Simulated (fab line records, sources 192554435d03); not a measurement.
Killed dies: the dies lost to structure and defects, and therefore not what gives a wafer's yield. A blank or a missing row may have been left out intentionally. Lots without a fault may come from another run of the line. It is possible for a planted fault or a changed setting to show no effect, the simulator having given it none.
Chamber matching ; flow n5Finfet ; cmp-03 running N5_GATE_CUT_CMP_43: 4 sister chambers
The step polishes SiO2. 16 wafers are shown with their chamber, then 8 later ones without.

WAFERS, EACH WITH ITS CHAMBER
wafer;chamber;motorCurrentA (A)
L076.1;1;12.5
L076.4;2;15.1
L076.6;1;13.7
L078.3;2;14.2
L078.4;0;12.1
L078.6;1;13.2
L079.1;3;12.2
L079.4;0;11.7
L079.6;1;12.4
L085.4;2;14.9
L085.5;0;12.7
L085.6;3;11.7
L089.1;3;12.4
L089.3;0;12.3
L089.4;2;14.7
L091.3;0;12.1

SIGNATURES (means of the wafers above)
reading;chamber 0;chamber 1;chamber 2;chamber 3;scatter within a chamber
motorCurrentA;12.180;12.950;14.725;12.100;0.444
Rule: a wafer lies at a distance from a chamber equal to the root of the sum of squares, over the readings, of (its reading less the chamber's mean, divided by the reading's scatter). If the next closest chamber is less than 2 further off than the closest, the wafer can't be placed; otherwise it belongs to the closest. The scatter is the square root of a quotient: the sum, over the shown wafers, of each reading's squared deviation from its chamber's mean, divided by wafers minus chambers.

WAFERS MISSING THEIR CHAMBER
wafer;motorCurrentA (A)
L091.4;12.3
L091.6;13.8
L092.2;13.1
L092.4;12.9
L092.6;14.9
L096.2;15.0
L096.3;12.2
L096.5;14.4

CHAMBER TAKEN BY EACH
wafer;from the rows above;in truth
L091.4;can't be placed: 0 or 3 or 1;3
L091.6;can't be placed: 1 or 2 or 0 or 3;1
L092.2;can't be placed: 1 or 0 or 3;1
L092.4;can't be placed: 1 or 0 or 3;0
L092.6;2;2
L096.2;2;2
L096.3;can't be placed: 0 or 3 or 1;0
L096.5;2;2
Placed correctly: 3 of 8. Unplaceable from these rows: 5, with the true chamber sitting among the candidates in 5. Number placed wrongly: 0.
